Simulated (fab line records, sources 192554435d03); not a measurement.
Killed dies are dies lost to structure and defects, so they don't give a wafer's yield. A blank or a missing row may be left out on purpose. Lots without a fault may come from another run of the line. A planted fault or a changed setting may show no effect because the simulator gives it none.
Which tool did it? | flow n5_finfet | 24 lots, 72 wafers sampled, at 3 steps of a route of 1938

WHAT THE GAUGES READ, wafer by wafer
N5_PMOS_HMC_CHANNEL_EPI_THK_MEAS_22.
lot  | measured    | on            | HMC_CMP_THK (nm)
L074 | day 1 19:37 | film_metro-01 | 54.3 55.4 55.2
L075 | day 2 01:50 | film_metro-02 | 54.4 54.3 54.5
L076 | day 2 09:00 | film_metro-02 | 54.2 54.9 54.7
L077 | day 2 13:56 | film_metro-01 | 54.5 54.5 54.9
L078 | day 2 20:25 | film_metro-02 | 54.0 55.1 54.5
L079 | day 3 02:38 | film_metro-01 | 55.0 53.3 54.8
L080 | day 3 07:20 | film_metro-02 | 53.2 53.3 55.2
L081 | day 3 14:34 | film_metro-02 | 53.8 54.9 53.6
L082 | day 3 20:06 | film_metro-01 | 54.7 52.1 54.3
L083 | day 4 02:37 | film_metro-01 | 53.2 54.2 55.1
L084 | day 4 07:52 | film_metro-01 | 55.4 54.5 53.3
L085 | day 4 13:47 | film_metro-01 | 52.5 54.1 54.5
L086 | day 4 20:16 | film_metro-01 | 54.0 55.1 55.2
L087 | day 5 02:27 | film_metro-02 | 54.1 54.6 54.5
L088 | day 5 08:03 | film_metro-02 | 54.2 54.9 53.3
L089 | day 5 13:46 | film_metro-02 | 54.4 53.0 54.1
L090 | day 5 21:20 | film_metro-02 | 53.9 53.2 53.3
L091 | day 6 02:05 | film_metro-02 | 54.3 53.8 54.2
L092 | day 6 08:02 | film_metro-02 | 55.1 52.8 53.7
L093 | day 6 14:08 | film_metro-02 | 53.1 54.0 55.1
L094 | day 6 19:33 | film_metro-02 | 55.5 54.3 54.1
L095 | day 7 01:35 | film_metro-02 | 54.8 53.6 55.2
L096 | day 7 10:55 | film_metro-01 | 53.8 54.0 55.5
L097 | day 7 13:55 | film_metro-02 | 55.1 54.2 54.4

WHICH TOOL RAN EACH LOT (tool, then ch and the chambers of the sampled wafers, then the start)
lot  | N5_PMOS_HMC_CHANNEL_EPI_STRIP_33  | N5_PMOS_HMC_CHANNEL_EPI_FIN_RECESS_16
L074 | rie_diel-06 ch 0,1,3, day 1 17:29 | rie_si-02 ch 1,2, day 1 17:49
L075 | rie_diel-06 ch 1,2, day 1 23:19   | rie_si-03 ch 0,1,3, day 1 23:38
L076 | rie_diel-06 ch 0,2, day 2 06:52   | rie_si-06 ch 0,3, day 2 07:11
L077 | rie_diel-02 ch 0,3, day 2 11:49   | rie_si-03 ch 1,3, day 2 12:08
L078 | rie_diel-06 ch 1,2, day 2 18:09   | rie_si-06 ch 0,1,3, day 2 18:29
L079 | rie_diel-02 ch 0,2, day 3 00:31   | rie_si-02 ch 0,2,3, day 3 00:50
L080 | rie_diel-05 ch 0,3, day 3 05:12   | rie_si-06 ch 0,2,3, day 3 05:31
L081 | rie_diel-05 ch 0,1,2, day 3 12:26 | rie_si-02 ch 0,1,3, day 3 12:46
L082 | rie_diel-06 ch 1,3, day 3 17:49   | rie_si-03 ch 0,1,2, day 3 18:08
L083 | rie_diel-02 ch 0,2,3, day 4 00:22 | rie_si-02 ch 1,2,3, day 4 00:44
L084 | rie_diel-05 ch 2,3, day 4 05:43   | rie_si-02 ch 1,2,3, day 4 06:02
L085 | rie_diel-05 ch 1,2,3, day 4 11:10 | rie_si-03 ch 1,2,3, day 4 11:30
L086 | rie_diel-02 ch 0,2, day 4 17:44   | rie_si-02 ch 0,1,3, day 4 18:04
L087 | rie_diel-02 ch 0,2,3, day 5 00:16 | rie_si-06 ch 1,3, day 5 00:35
L088 | rie_diel-02 ch 1,2,3, day 5 05:55 | rie_si-03 ch 0,1,2, day 5 06:14
L089 | rie_diel-06 ch 0,2,3, day 5 11:38 | rie_si-02 ch 1,3, day 5 11:58
L090 | rie_diel-05 ch 2,3, day 5 18:48   | rie_si-02 ch 0,3, day 5 19:07
L091 | rie_diel-06 ch 1,3, day 5 23:34   | rie_si-02 ch 0,1,3, day 5 23:53
L092 | rie_diel-05 ch 0,1, day 6 05:44   | rie_si-02 ch 1,2,3, day 6 06:04
L093 | rie_diel-06 ch 0,1,3, day 6 11:52 | rie_si-02 ch 0,2,3, day 6 12:17
L094 | rie_diel-06 ch 1,2, day 6 17:25   | rie_si-03 ch 0,1,3, day 6 17:44
L095 | rie_diel-05 ch 1,2, day 6 23:28   | rie_si-06 ch 2,3, day 6 23:47
L096 | rie_diel-02 ch 2,3, day 7 08:47   | rie_si-02 ch 0,2,3, day 7 09:06
L097 | rie_diel-02 ch 1,2,3, day 7 11:46 | rie_si-02 ch 0,1,2, day 7 12:06
- N5_PMOS_HMC_CHANNEL_EPI_STRIP_33: strips in N2/H2.
- N5_PMOS_HMC_CHANNEL_EPI_FIN_RECESS_16: chemistry HBr/Cl2, target Si, target depth 54 nm, time 18 s.

WHAT THE TOOLS THEMSELVES READ (means of the sampled wafers that have a number; where no wafer has one, the mark that the record gives instead)
N5_PMOS_HMC_CHANNEL_EPI_STRIP_33.
lot  | tool        | drypump_motor_current_A (A) | oes_product_au (a.u.) | rf_vpp_V (V) | showerhead_plenum_p_Torr (Torr) | temp_c (C) | throttle_valve_pct (%)
L074 | rie_diel-06 | 5.9                         | 0.79                  | 54.5         | 3.24                            | 39.92      | 19.07
L075 | rie_diel-06 | 6.4                         | 0.77                  | 53.7         | 3.39                            | 39.95      | 19.16
L076 | rie_diel-06 | 5.8                         | 0.72                  | 54.6         | 3.34                            | 39.92      | 19.07
L077 | rie_diel-02 | 5.5                         | 0.70                  | 54.9         | 3.45                            | 40.07      | 19.54
L078 | rie_diel-06 | 6.4                         | 0.76                  | 54.6         | 3.38                            | 40.13      | 19.16
L079 | rie_diel-02 | 5.6                         | 0.82                  | 54.0         | 3.33                            | 40.08      | 18.86
L080 | rie_diel-05 | 5.6                         | 0.74                  | 54.2         | 3.33                            | 40.04      | 19.18
L081 | rie_diel-05 | 5.8                         | 0.74                  | 54.6         | 3.44                            | 40.08      | 19.42
L082 | rie_diel-06 | 6.2                         | 0.75                  | 52.8         | 3.25                            | 40.08      | 19.14
L083 | rie_diel-02 | 5.6                         | 0.86                  | 52.8         | 3.39                            | 39.91      | 19.08
L084 | rie_diel-05 | 5.5                         | 0.76                  | 55.6         | 3.41                            | 40.04      | 18.98
L085 | rie_diel-05 | 5.6                         | 0.75                  | 52.8         | 3.45                            | 40.03      | 19.23
L086 | rie_diel-02 | 5.8                         | 0.75                  | 52.5         | 3.40                            | 39.99      | 19.00
L087 | rie_diel-02 | 5.5                         | 0.83                  | 55.7         | 3.38                            | 39.97      | 19.11
L088 | rie_diel-02 | 5.7                         | 0.92                  | 53.4         | 3.42                            | 39.98      | 19.07
L089 | rie_diel-06 | 5.8                         | 0.72                  | 55.9         | 3.25                            | 40.09      | 19.07
L090 | rie_diel-05 | 5.7                         | 0.76                  | 56.0         | 3.46                            | 40.15      | 19.21
L091 | rie_diel-06 | 6.3                         | 0.75                  | 54.0         | 3.29                            | 39.98      | 19.21
L092 | rie_diel-05 | 5.8                         | 0.71                  | 54.8         | 3.36                            | 40.02      | 19.46
L093 | rie_diel-06 | 5.9                         | 0.75                  | 55.2         | 3.22                            | 39.88      | 19.12
L094 | rie_diel-06 | 6.2                         | 0.91                  | 54.4         | 3.41                            | 39.92      | 18.91
L095 | rie_diel-05 | 5.8                         | 0.71                  | 53.4         | 3.49                            | 39.96      | 19.49
L096 | rie_diel-02 | 5.3                         | 0.85                  | 53.7         | 3.30                            | 40.00      | 19.01
L097 | rie_diel-02 | 5.7                         | 0.89                  | 55.6         | 3.41                            | 39.95      | 19.11

N5_PMOS_HMC_CHANNEL_EPI_FIN_RECESS_16.
lot  | tool      | drypump_motor_current_A (A) | oes_product_au (a.u.) | throttle_valve_pct (%)
L074 | rie_si-02 | 6.1                         | 1.013                 | 35.29
L075 | rie_si-03 | 5.3                         | 1.005                 | 35.56
L076 | rie_si-06 | 6.0                         | 1.001                 | 35.75
L077 | rie_si-03 | 5.4                         | 1.012                 | 35.46
L078 | rie_si-06 | 5.8                         | 1.002                 | 35.87
L079 | rie_si-02 | 5.8                         | 1.010                 | 35.49
L080 | rie_si-06 | 5.8                         | 0.991                 | 35.50
L081 | rie_si-02 | 5.5                         | 1.012                 | 35.44
L082 | rie_si-03 | 5.1                         | 0.997                 | 35.54
L083 | rie_si-02 | 5.8                         | 1.006                 | 35.42
L084 | rie_si-02 | 5.8                         | 1.011                 | 35.43
L085 | rie_si-03 | 5.3                         | 1.003                 | 35.39
L086 | rie_si-02 | 5.5                         | 1.016                 | 35.42
L087 | rie_si-06 | 6.1                         | 0.996                 | 35.84
L088 | rie_si-03 | 5.2                         | 1.004                 | 35.52
L089 | rie_si-02 | 5.5                         | 0.999                 | 35.56
L090 | rie_si-02 | 5.4                         | 1.004                 | 35.62
L091 | rie_si-02 | 5.6                         | 1.007                 | 35.44
L092 | rie_si-02 | 5.7                         | 0.998                 | 35.44
L093 | rie_si-02 | 5.8                         | 1.005                 | 35.49
L094 | rie_si-03 | 5.3                         | 1.011                 | 35.56
L095 | rie_si-06 | 6.1                         | 0.995                 | 35.45
L096 | rie_si-02 | 5.8                         | 1.015                 | 35.48
L097 | rie_si-02 | 5.8                         | 1.016                 | 35.30

THE ANSWER, worked out from the rows above alone
Rule: what is usual is taken from the lots themselves. Put in order of their means at a reading, lots are off if they are a third of the lots or fewer, leave a main group of 4 or more, and stand apart from it by a gap of 3 or more times the standard deviation of the main group's means; of several such gaps the widest counts. A main group whose means are all the same, to the digits that the tables above print for the reading, isn't used. A lot without any number at a reading at which 4 lots or more have one is off too. The other lots that the step has rows for count as sound. The gauges are gone through in route order, then the tools' own readings, and for those a lot's mean is taken as printed above. The first step at which some lot is off is used, and at that step the reading that is off furthest; a lot without a number counts as furthest.
No lot is off at any reading shown: from this, nothing can be told.

WHAT THE SIMULATOR HAD PUT IN
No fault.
